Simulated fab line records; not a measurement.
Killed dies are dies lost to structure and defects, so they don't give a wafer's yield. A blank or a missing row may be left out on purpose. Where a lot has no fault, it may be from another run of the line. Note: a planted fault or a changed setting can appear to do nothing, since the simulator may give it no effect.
Which tool is to blame? ; flow nand_harc ; 30 wafers from 10 lots sampled at 5 of the route's 1302 steps

== WHAT THE GAUGES SHOWED, per wafer ==
NHARC_END_SORT_01.
lot;measured;on;killed_at_array;killed_at_other;killed_at_periphery;killed_dies;killed_open;killed_short
L742;day 30 08:52;prober-01;677 674 676;0 0 0;0 3 1;677 677 677;3 4 3;1 0 3
L744;day 31 20:59;prober-01;673 674 671;2 2 0;2 1 6;677 677 677;5 5 7;0 2 2
L745;day 32 04:54;prober-02;669 672 670;2 0 0;6 5 7;677 677 677;0 1 5;2 0 6
L746;day 32 04:56;prober-01;86 97 111;0 0 2;9 1 2;95 98 115;0 2 5;1 4 4

== TOOL THAT RAN EACH LOT (tool first, then ch and the chambers of the sampled wafers, then the start) ==
lot;NHARC_A_CHANNEL_HOLE_D2_ETCH_39;NHARC_A_CHANNEL_HOLE_D2_ETCH_34;NHARC_A_CHANNEL_HOLE_D2_ETCH_16;NHARC_A_CHANNEL_HOLE_D2_ETCH_19
L729;rie_diel-06 ch 1,2, day 13 18:21;rie_diel-06 ch 0,1,2, day 13 19:22 or earlier;rie_diel-06 ch 0,1,2, day 13 19:22 or earlier;har_etch-02 ch 0,1, day 13 19:22
L728;rie_diel-08 ch 0,1,3, day 13 20:24;rie_diel-08 ch 1,2, day 13 21:46 or earlier;rie_diel-08 ch 0,1, day 13 21:46 or earlier;har_etch-01 ch 0,1, day 13 21:46
L732;rie_diel-08 ch 0,3, day 15 02:08;rie_diel-08 ch 0,3, day 15 07:55 or earlier;rie_diel-08 ch 0,3, day 15 07:55 or earlier;har_etch-02 ch 0,1, day 15 07:55
L738;rie_diel-06 ch 1,2, day 17 13:10;rie_diel-06 ch 1,3, day 17 18:04 or earlier;rie_diel-06 ch 1,3, day 17 18:04 or earlier;har_etch-01 ch 0,1, day 17 18:04
L739;rie_diel-06 ch 1,2,3, day 17 20:10;rie_diel-06 ch 0,2,3, day 17 21:09 or earlier;rie_diel-06 ch 1,2,3, day 17 21:09 or earlier;har_etch-02 ch 0,1, day 17 21:09
L742;rie_diel-08 ch 1,2,3, day 19 12:41;rie_diel-08 ch 1,2,3, day 19 13:37 or earlier;rie_diel-08 ch 1,2, day 19 13:37 or earlier;har_etch-01 ch 0,1, day 19 13:37
L744;rie_diel-06 ch 0,1,3, day 20 07:58;rie_diel-06 ch 0,2,3, day 20 08:58 or earlier;rie_diel-06 ch 0,1,3, day 20 08:58 or earlier;har_etch-01 ch 0,1, day 20 08:58
L745;rie_diel-08 ch 0,2,3, day 20 19:14;rie_diel-08 ch 1,2,3, day 20 22:40 or earlier;rie_diel-08 ch 1,2,3, day 20 22:40 or earlier;har_etch-02 ch 0,1, day 20 22:40
L746;rie_diel-06 ch 0,2,3, day 20 19:47;rie_diel-06 ch 0,1,2, day 21 02:13 or earlier;rie_diel-06 ch 0,1,2, day 21 02:13 or earlier;har_etch-01 ch 0,1, day 21 02:13
L750;rie_diel-12 ch 0,1,2, day 22 15:22;rie_diel-12 ch 0,1,2, day 22 17:07 or earlier;rie_diel-12 ch 0,1,3, day 22 17:07 or earlier;har_etch-01 ch 0,1, day 22 17:07
- NHARC_A_CHANNEL_HOLE_D2_ETCH_39: etches the open film in N2/H2, target depth 260 nm, time 325 s.
- NHARC_A_CHANNEL_HOLE_D2_ETCH_34: etches the open film in CF4/CHF3, target depth 154 nm, time 77 s.
- NHARC_A_CHANNEL_HOLE_D2_ETCH_16: etches the open film in O2/COS, target depth 3100 nm, time 806 s.
- NHARC_A_CHANNEL_HOLE_D2_ETCH_19: etches the open film in C4F8/O2/Ar, time 34.5 s.

== WHAT THE TOOLS THEMSELVES READ (means of the sampled wafers that have a number; where no wafer has one, the mark that the record gives instead) ==
NHARC_A_CHANNEL_HOLE_D2_ETCH_39.
lot;tool;bias_w (W);chamber_pressure_mTorr (mTorr);drypump_motor_current_A (A);oes_product_au (a.u.);rf_vpp_V (V);showerhead_plenum_p_Torr (Torr);throttle_valve_pct (%)
L729;rie_diel-06;149.6;29.968;5.2;1.010;429.5;2.00;14.178
L728;rie_diel-08;150.5;30.015;5.4;1.006;429.8;2.04;14.164
L732;rie_diel-08;150.1;30.026;5.6;1.009;432.6;2.12;14.171
L738;rie_diel-06;149.9;30.021;5.2;1.000;430.5;2.00;14.171
L739;rie_diel-06;150.2;29.997;5.5;1.009;431.5;2.03;14.173
L742;rie_diel-08;-;-;-;-;-;-;-
L744;rie_diel-06;-;-;-;-;-;-;-
L745;rie_diel-08;-;-;-;-;-;-;-
L746;rie_diel-06;149.6;29.992;5.6;0.999;430.3;2.04;14.161
L750;rie_diel-12;150.2;29.994;5.9;1.005;430.7;2.05;14.166

NHARC_A_CHANNEL_HOLE_D2_ETCH_34.
lot;tool;bias_w (W);cf4_flow_sccm (sccm);chf3_flow_sccm (sccm);drypump_motor_current_A (A);oes_product_au (a.u.);rf_vpp_V (V);showerhead_plenum_p_Torr (Torr);throttle_valve_pct (%)
L729;rie_diel-06;200.4;99.8;29.95;5.4;0.932;370.4;1.56;16.808
L728;rie_diel-08;200.3;100.0;30.02;5.1;0.956;369.7;1.54;16.807
L732;rie_diel-08;200.5;100.3;30.10;5.6;0.971;372.6;1.63;16.809
L738;rie_diel-06;199.3;100.0;29.99;5.3;0.968;371.7;1.60;16.806
L739;rie_diel-06;200.6;100.0;29.97;5.6;0.976;371.3;1.58;16.796
L742;rie_diel-08;201.0;100.0;30.07;5.2;0.958;371.4;1.59;16.794
L744;rie_diel-06;199.8;100.1;29.98;5.6;0.934;370.5;1.57;16.805
L745;rie_diel-08;200.2;100.3;29.96;5.2;0.926;371.5;1.59;16.801
L746;rie_diel-06;199.7;100.1;29.99;5.4;0.977;369.4;1.55;16.803
L750;rie_diel-12;200.5;100.1;30.06;5.9;0.973;370.6;1.58;16.814

NHARC_A_CHANNEL_HOLE_D2_ETCH_16.
lot;tool;bias_w (W);chamber_pressure_mTorr (mTorr);drypump_motor_current_A (A);oes_product_au (a.u.);rf_vpp_V (V);showerhead_plenum_p_Torr (Torr);throttle_valve_pct (%)
L729;rie_diel-06;300.8;20.007;5.4;1.001;312.7;3.09;28.333
L728;rie_diel-08;300.8;19.976;5.3;1.007;312.1;3.00;28.332
L732;rie_diel-08;299.5;20.007;5.6;1.000;315.9;3.22;28.331
L738;rie_diel-06;300.5;20.022;5.3;1.011;315.5;3.19;28.336
L739;rie_diel-06;299.6;19.995;5.4;1.006;314.1;3.12;28.327
L742;rie_diel-08;300.5;20.008;5.0;0.991;312.2;3.05;28.333
L744;rie_diel-06;299.4;19.974;5.4;1.010;315.2;3.20;28.326
L745;rie_diel-08;299.8;20.000;5.2;0.993;314.7;3.16;28.324
L746;rie_diel-06;299.7;19.984;5.4;0.999;313.6;3.08;28.331
L750;rie_diel-12;299.2;20.003;6.1;1.004;315.8;3.26;28.333

NHARC_A_CHANNEL_HOLE_D2_ETCH_19.
lot;tool;bias_v (V);c4f8_flow_sccm (sccm);drypump_motor_current_A (A);showerhead_plenum_p_Torr (Torr);throttle_valve_pct (%)
L729;har_etch-02;1206;28.84;5.83;3.60;37.036
L728;har_etch-01;1207;28.82;5.60;3.63;37.040
L732;har_etch-02;1206;28.86;5.88;3.67;37.035
L738;har_etch-01;1196;28.88;5.58;3.56;37.036
L739;har_etch-02;1220;28.78;5.90;3.82;37.040
L742;har_etch-01;1196;28.90;5.59;3.58;37.037
L744;har_etch-01;1194;28.81;5.60;3.58;37.043
L745;har_etch-02;1182;28.84;5.90;3.80;37.030
L746;har_etch-01;1207;28.81;5.59;3.58;37.030
L750;har_etch-01;1192;28.85;5.58;3.52;37.044

== THE ANSWER, worked out from the rows above alone ==
Rule: usual is defined by the lots themselves. Put in order of their means at a reading, lots are off if they are a third of the lots or fewer, leave a main group of 4 or more, and stand apart from it by a gap of 3 or more times the standard deviation of the main group's means; of several such gaps the widest counts. A main group is skipped when, at the precision printed for the reading in the tables above, its means are all equal. A lot without any number at a reading at which 4 lots or more have one is off too. All remaining lots with rows at the step are treated as sound. Order of review: gauges by route order, followed by the tools' own readings, for which a lot's mean as printed above is used. The first step at which some lot is off is used, and at that step the reading that is off furthest; a lot without a number counts as furthest.
Off: L742, L744, L745 (NHARC_A_CHANNEL_HOLE_D2_ETCH_39, bias_w). Without a number there: L742, L744, L745. Main group: mean 150.0 W, sd 0.31.
If a tool, at that step or one of the process steps before it, ran each lot that is off and ran no sound lot following the first of them, it fits. No candidate that was tried fits.

== WHAT THE SIMULATOR HAD INSERTED ==
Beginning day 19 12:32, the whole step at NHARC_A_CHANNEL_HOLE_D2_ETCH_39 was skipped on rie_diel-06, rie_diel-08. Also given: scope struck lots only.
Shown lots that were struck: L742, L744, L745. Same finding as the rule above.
